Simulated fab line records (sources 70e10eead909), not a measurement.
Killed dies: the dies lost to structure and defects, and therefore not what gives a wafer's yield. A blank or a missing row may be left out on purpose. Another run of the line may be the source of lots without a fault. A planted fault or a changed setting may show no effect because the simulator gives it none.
One fault seen from 2 desks | flow nand-harc | what lay behind the numbers comes last; until then each desk has only its own

## TOOL OWNER'S DESK, cmp-03
The tool's own readings at NHARC_P_BONDPAD_CMP_32 (polishes SiCN, target thk 200 nm): means of the sampled wafers that have a number, for each lot that ran on this tool. Marked OUT: a lot whose mean sits more than 4 standard deviations from the usual mean, which makes it out of limits; the brackets give that distance.
Columns: A = motor-current-A at NHARC_P_BONDPAD_CMP_32, usual 12.4 A; B = retaining-ring-pressure-frac at NHARC_P_BONDPAD_CMP_32, usual 1.000
lot  | first seen here | A    | B
L618 | day 6 18:31     | 10.9 | 1.004
L621 | day 8 07:49     | 11.3 | 0.998
L626 | day 10 06:34    | 11.9 | 1.007
L628 | day 11 05:56    | 11.6 | 0.996
L629 | day 11 16:56    | 10.9 | 1.000
L631 | day 12 19:50    | 12.6 | 0.997
L632 | day 12 20:50    | 11.7 | 1.002
L637 | day 15 05:23    | 11.9 | 0.999
L639 | day 15 14:43    | 12.2 | 0.997
Result from this desk: across the 9 lots, nothing is out of limits.

## THE METROLOGY DESK
What the gauges read, lot by lot, whatever tool the lot ran on: means of the sampled wafers that have a number. Marked OUT: a lot whose mean sits more than 4 standard deviations from the usual mean, which makes it out of limits; the brackets give that distance.
Columns: A = thk-nm at NHARC_THIN_TSV_THK_MEAS_02, usual 3008 nm
lot  | first seen here | A
L618 | day 24 06:05    | 2866
L619 | day 24 13:13    | 3122
L621 | day 25 00:59    | 3304
L623 | day 26 04:42    | 2883
L622 | day 26 11:27    | 2987
L626 | day 27 04:11    | 2960
L627 | day 27 17:17    | 3206
L628 | day 28 02:37    | 3174
L629 | day 28 14:25    | 2954
L631 | day 29 14:35    | 2834
L632 | day 29 15:48    | 2891
L636 | day 31 15:01    | 2949
L637 | day 32 11:23    | 3050
L639 | day 32 18:40    | 3554
Result from this desk: across the 14 lots, nothing is out of limits.

## TAKEN TOGETHER
Nothing out of limits was seen by the tool owner's desk.
At the metrology desk, nothing out of limits was observed.

## WHAT HAD BEEN PUT IN BY THE SIMULATOR
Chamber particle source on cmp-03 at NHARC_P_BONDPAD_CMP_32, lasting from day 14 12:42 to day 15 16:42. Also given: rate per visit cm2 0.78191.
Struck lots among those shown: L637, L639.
